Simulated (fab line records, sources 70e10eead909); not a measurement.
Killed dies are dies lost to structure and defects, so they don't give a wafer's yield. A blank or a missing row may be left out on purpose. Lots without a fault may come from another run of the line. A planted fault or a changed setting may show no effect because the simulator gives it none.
Chamber matching | flow nand_harc | NHARC_P_CONTACT_STRIP_28 on rie_diel-01: 4 sister chambers
The step strips in O2. 16 wafers are shown with their chamber, then 8 later ones without.

WAFERS WITH THEIR CHAMBER
wafer  | chamber | drypump_motor_current_A (A) | oes_product_au (a.u.) | throttle_valve_pct (%)
L920.1 | 3       | 5.7                         | 1.000                 | 17.028
L920.3 | 0       | 6.1                         | 0.997                 | 17.029
L920.6 | 2       | 5.6                         | 0.991                 | 17.035
L921.3 | 0       | 6.1                         | 1.007                 | 17.046
L921.5 | 3       | 5.7                         | 0.995                 | 17.025
L921.6 | 2       | 5.6                         | 1.007                 | 17.038
L925.1 | 3       | 5.6                         | 1.001                 | 17.023
L925.2 | 0       | 6.1                         | 1.017                 | 17.042
L925.4 | 2       | 5.6                         | 1.010                 | 17.045
L924.1 | 3       | 5.6                         | 0.990                 | 17.043
L924.2 | 1       | 5.2                         | 1.000                 | 17.039
L924.6 | 1       | 5.1                         | 1.005                 | 17.039
L926.2 | 2       | 5.6                         | 1.004                 | 17.050
L926.4 | 3       | 5.6                         | 0.996                 | 17.036
L926.6 | 3       | 5.6                         | 0.991                 | 17.018
L927.1 | 2       | 5.6                         | 1.001                 | 17.023

SIGNATURES (means of the wafers above)
reading                 | chamber 0 | chamber 1 | chamber 2 | chamber 3 | scatter within a chamber
drypump_motor_current_A | 6.100     | 5.150     | 5.600     | 5.633     | 0.0391
oes_product_au          | 1.00700   | 1.00250   | 1.00260   | 0.99550   | 0.00663
throttle_valve_pct      | 17.03900  | 17.03900  | 17.03820  | 17.02883  | 0.00915
Rule: a wafer's distance from a chamber is the root of the sum, over the readings, of the square of ((its reading less the chamber's mean) divided by the reading's scatter). The wafer belongs to the nearest chamber; if the next one is less than 2 further off, it can't be placed. The scatter: the root of (the sum of the squares of (reading less its chamber's mean) over the shown wafers, divided by (wafers less chambers)).

WAFERS WITHOUT THEIR CHAMBER
wafer  | drypump_motor_current_A (A) | oes_product_au (a.u.) | throttle_valve_pct (%)
L927.2 | 6.1                         | 1.004                 | 17.027
L927.6 | 5.1                         | 0.998                 | 17.033
L935.1 | 6.1                         | 0.996                 | 17.038
L935.2 | 5.1                         | 1.004                 | 17.022
L935.6 | 6.1                         | 1.003                 | 17.023
L938.1 | 6.1                         | 1.007                 | 17.034
L938.3 | 5.2                         | 0.991                 | 17.043
L938.6 | 5.6                         | 0.999                 | 17.052

WHICH CHAMBER EACH WENT THROUGH
wafer  | from the rows above     | in truth
L927.2 | 0                       | 0
L927.6 | 1                       | 1
L935.1 | 0                       | 0
L935.2 | 1                       | 1
L935.6 | 0                       | 0
L938.1 | 0                       | 0
L938.3 | 1                       | 1
L938.6 | can't be placed: 2 or 3 | 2
Placed correctly: 7 of 8. Can't be placed from these rows: 1 (the true chamber is among the candidates in 1). Placed wrongly: 0.
